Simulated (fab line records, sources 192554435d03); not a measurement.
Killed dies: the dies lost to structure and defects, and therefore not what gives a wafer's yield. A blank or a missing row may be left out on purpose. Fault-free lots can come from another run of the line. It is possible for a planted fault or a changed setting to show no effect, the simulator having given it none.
What tool caused it? -- flow n5_finfet -- 27 wafers from 10 lots sampled at 7 of the route's 1938 steps

== WHAT THE GAUGES READ, wafer by wafer ==
N5_BEOL_M4_THK_MEAS_53: measures by xrf.
lot,measured,on,M4_THK (nm)
L683,day 9 10:31,film_metro-01,39.7 40.0 39.9
L684,day 9 17:52,film_metro-01,37.9 37.7 38.4
L686,day 10 11:31,film_metro-01,41.1 39.7 40.9
L687,day 10 17:12,film_metro-02,42.2 41.1
L688,day 10 18:38,film_metro-02,42.8 40.3 43.9
L691,day 11 15:14,film_metro-01,42.7 154.4
L693,day 11 19:09,film_metro-02,39.8 39.8 149.5
L694,day 12 10:20,film_metro-02,40.6 39.9 40.6
L696,day 12 16:31,film_metro-02,42.3 149.9
L695,day 14 07:49,film_metro-02,39.8 40.2 41.2

N5_BEOL_M4_INSPECT_59: inspects for defects (darkfield).
lot,measured,on,raw_defect_count
L683,day 9 10:49,defect_inspect-02,63 101 107
L684,day 9 18:09,defect_inspect-01,77 103 73
L686,day 10 11:59,defect_inspect-01,56 123 84
L687,day 10 17:29,defect_inspect-02,70 141
L688,day 10 18:56,defect_inspect-01,77 56 81
L691,day 11 15:31,defect_inspect-02,105 4986
L693,day 11 19:38,defect_inspect-01,84 57 5025
L694,day 12 10:37,defect_inspect-02,55 110 82
L696,day 12 16:49,defect_inspect-02,84 5139
L695,day 14 08:08,defect_inspect-01,85 95 84

N5_BEOL_M4_RC_MEAS_101.
lot,measured,on,DIBL_N (mV/V),DIBL_P (mV/V),IOFF_N (nA/um),IOFF_P (nA/um),ION_N (uA/um),ION_P (uA/um),SS_N (mV/dec),SS_P (mV/dec),VT_N (mV),VT_P (mV)
L683,day 9 10:52,prober-01,39.2 37.8 38.8,40.4 38.3 38.2,0.20 0.17 0.19,0.27 0.25 0.24,688 676 675,470 465 461,71.9 71.4 72.3,74.5 74.2 73.5,246 248 252,-246 -245 -248
L684,day 9 18:20,prober-01,35.0 33.3 35.1,35.2 31.9 35.1,0.14 0.10 0.14,0.18 0.14 0.18,666 649 662,455 445 452,71.4 70.9 70.7,72.9 72.0 73.5,251 261 252,-255 -256 -255
L686,day 10 12:10,prober-01,38.0 37.3 36.9,38.3 35.4 35.4,0.17 0.14 0.14,0.26 0.21 0.21,679 660 664,480 458 462,72.0 71.1 71.9,73.9 73.1 72.7,250 249 253,-244 -249 -248
L687,day 10 17:59,prober-02,36.4 36.4,35.5 36.1,0.14 0.15,0.18 0.21,667 668,453 454,70.6 70.6,73.6 73.7,251 251,-253 -251
L688,day 10 18:57,prober-01,35.4 35.0 35.7,36.1 35.7 36.6,0.14 0.14 0.14,0.17 0.17 0.18,667 676 664,452 460 452,71.0 71.0 71.4,73.5 72.2 73.3,253 251 254,-256 -255 -255
L691,day 11 15:33,prober-01,37.8,38.7,0.20,0.28,680,468,71.4,73.7,248,-247
L693,day 11 19:40,prober-01,35.4 33.9,35.8 34.5,0.15 0.13,0.21 0.18,672 656,465 454,71.2 70.8,73.1 72.5,249 254,-250 -250
L694,day 12 10:47,prober-01,39.4 37.6 39.6,40.5 38.6 40.6,0.22 0.17 0.23,0.24 0.22 0.25,695 674 690,470 462 462,71.8 71.2 71.9,73.8 73.7 74.8,246 247 245,-250 -251 -252
L696,day 12 17:00,prober-01,36.2,36.4,0.15,0.20,669,461,70.9,73.8,250,-251
L695,day 14 08:28,prober-01,36.0 35.1 37.1,35.9 33.0 36.0,0.17 0.16 0.18,0.24 0.19 0.23,672 687 669,463 470 461,71.7 71.0 71.3,73.3 72.7 73.4,250 248 246,-246 -250 -248

== WHAT TOOL EACH LOT RAN ON (gives the tool, then ch and the chambers of the sampled wafers, and finally the start) ==
lot,N5_BEOL_M4_SPUTTER_92,N5_BEOL_M4_ANNEAL_93,N5_BEOL_M4_CMP_52,N5_BEOL_M4_PRE_CLEAN_60
L683,"pvd_sputter-02, day 9 09:17","pvd_sputter-02, day 9 09:22","cmp-02 ch 0,2,3, day 9 10:13","cvd_co-01 ch 0,1, day 9 10:32"
L684,"pvd_sputter-02, day 9 12:11","pvd_sputter-02, day 9 12:16","cmp-02 ch 0,3, day 9 17:37","cvd_co-02 ch 0,1, day 9 17:54"
L686,"pvd_sputter-01, day 10 09:29","pvd_sputter-01, day 10 09:34","cmp-01 ch 2,3, day 10 11:16","cvd_co-01 ch 0,1, day 10 11:44"
L687,"pvd_sputter-01, day 10 15:59","pvd_sputter-01, day 10 16:04","cmp-04 ch 0,1, day 10 16:57","cvd_co-01 ch 0,1, day 10 17:16"
L688,"pvd_sputter-03, day 10 17:19","pvd_sputter-03, day 10 17:24","cmp-01 ch 0,1,2, day 10 18:25","cvd_co-02 ch 0,2, day 10 18:41"
L691,"pvd_sputter-01, day 11 14:01","pvd_sputter-01, day 11 14:05","cmp-04 ch 0,3, day 11 14:59","cvd_co-02 ch 1,2, day 11 15:16"
L693,"pvd_sputter-01, day 11 17:35","pvd_sputter-01, day 11 17:40","cmp-04 ch 0,1,2, day 11 18:52","cvd_co-02 ch 1,2, day 11 19:24"
L694,"pvd_sputter-03, day 12 09:06","pvd_sputter-03, day 12 09:11","cmp-02 ch 0,2, day 12 10:02","cvd_co-01 ch 0,1,2, day 12 10:22"
L696,"pvd_sputter-03, day 12 15:15","pvd_sputter-03, day 12 15:20","cmp-04 ch 0, day 12 16:16","cvd_co-01 ch 0, day 12 16:34"
L695,"pvd_sputter-01, day 14 06:18","pvd_sputter-01, day 14 06:23","cmp-01 ch 1,2,3, day 14 07:14","cvd_co-01 ch 1,2, day 14 07:53"
- N5_BEOL_M4_SPUTTER_92: material Cu, target thk 4.5 nm, time 8.29 s.
- N5_BEOL_M4_ANNEAL_93: time 240 s.
- N5_BEOL_M4_CMP_52: polishes, stops on SiOC, t overpolish 6.8 s, target thk 40 nm.
- N5_BEOL_M4_PRE_CLEAN_60: time 15 s.

== AS READ BY THE TOOLS THEMSELVES (means over the sampled wafers that have a number; for cases with no such wafer, the mark the record gives instead) ==
N5_BEOL_M4_SPUTTER_92.
lot,tool,substrate_temp_c (C),throttle_valve_pct (%)
L683,pvd_sputter-02,-19.97,29.7
L684,pvd_sputter-02,-20.00,29.9
L686,pvd_sputter-01,-20.07,29.7
L687,pvd_sputter-01,-20.10,30.5
L688,pvd_sputter-03,-20.09,29.9
L691,pvd_sputter-01,-20.00,31.1
L693,pvd_sputter-01,-20.02,30.8
L694,pvd_sputter-03,-20.09,29.5
L696,pvd_sputter-03,-19.95,30.0
L695,pvd_sputter-01,-19.98,30.7

N5_BEOL_M4_ANNEAL_93.
lot,tool,heater_power_w (W),susceptor_temp_C_max
L683,pvd_sputter-02,850,401.0
L684,pvd_sputter-02,776,400.9
L686,pvd_sputter-01,752,400.8
L687,pvd_sputter-01,762,400.6
L688,pvd_sputter-03,837,400.8
L691,pvd_sputter-01,866,400.9
L693,pvd_sputter-01,826,401.1
L694,pvd_sputter-03,782,400.9
L696,pvd_sputter-03,800,400.8
L695,pvd_sputter-01,830,400.9

N5_BEOL_M4_CMP_52.
lot,tool,barrier_field_endpoint_s (s),motor_current_A (A),overpolish_run_s (s),time_to_endpoint_s (s)
L683,cmp-02,23.7,5.9,6.795,56
L684,cmp-02,24.1,6.0,6.813,56
L686,cmp-01,24.5,6.8,6.802,61
L687,cmp-04,26.2,5.9,6.805,65
L688,cmp-01,24.9,6.5,6.795,61
L691,cmp-04,32.9,6.1,3.423,74
L693,cmp-04,30.0,6.2,4.540,70
L694,cmp-02,24.9,6.0,6.808,63
L696,cmp-04,33.4,6.7,3.425,74
L695,cmp-01,24.9,5.9,6.795,62

N5_BEOL_M4_PRE_CLEAN_60.
lot,tool,heater_power_w (W)
L683,cvd_co-01,110
L684,cvd_co-02,89
L686,cvd_co-01,111
L687,cvd_co-01,109
L688,cvd_co-02,96
L691,cvd_co-02,99
L693,cvd_co-02,99
L694,cvd_co-01,103
L696,cvd_co-01,108
L695,cvd_co-01,106

== THE ANSWER, worked out from the rows above alone ==
Rule: the usual values come from the lots themselves. The widest of any qualifying gaps counts: lots, ordered by their means at a reading, are off when they make up no more than a third of the lots, leave a main group of 4 or more, and stand apart from it by 3 or more times the standard deviation of that group's means. If all means in a main group match to the digits the tables above print for the reading, that group is not used. Also off: a lot with no number at a reading for which 4 or more lots have one. All remaining lots with rows at the step are treated as sound. The gauges are gone through in route order, then the tools' own readings, and for those a lot's mean is taken as printed above. At the first step where some lot is off, the reading lying furthest off is the one used; lots without a number count as furthest.
Off: at N5_BEOL_M4_THK_MEAS_53 (M4_THK), L691, L693, L696. The main group has a mean of 40.5 nm with a standard deviation of 1.3.
A tool fits if, at a process step before that reading, it ran every lot that is off, and no sound lot after the first of them. Not tried: the gauges at N5_BEOL_M4_THK_MEAS_53; whatever is off there is also off at N5_BEOL_M4_INSPECT_59, on other tools, and gauge error can't account for it. One fits: N5_BEOL_M4_CMP_52 on cmp-04. Its last sound lot is L687 (day 10 16:57), its first lot that is off L691 (day 11 14:59): a fault that began between those two fits.
The tool's own readings at N5_BEOL_M4_CMP_52 bear it out: on the lots that are off they differ by more than 5 times the standard deviation of the sound lots' means. barrier_field_endpoint_s reads 32.1 s there against 24.7 s on the sound lots; overpolish_run_s reads 3.796 s there against 6.802 s on the sound lots.

== WHAT HAD BEEN PUT IN BY THE SIMULATOR ==
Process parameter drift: cmp-04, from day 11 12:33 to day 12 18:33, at N5_BEOL_M4_CMP_52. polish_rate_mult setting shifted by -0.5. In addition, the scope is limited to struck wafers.
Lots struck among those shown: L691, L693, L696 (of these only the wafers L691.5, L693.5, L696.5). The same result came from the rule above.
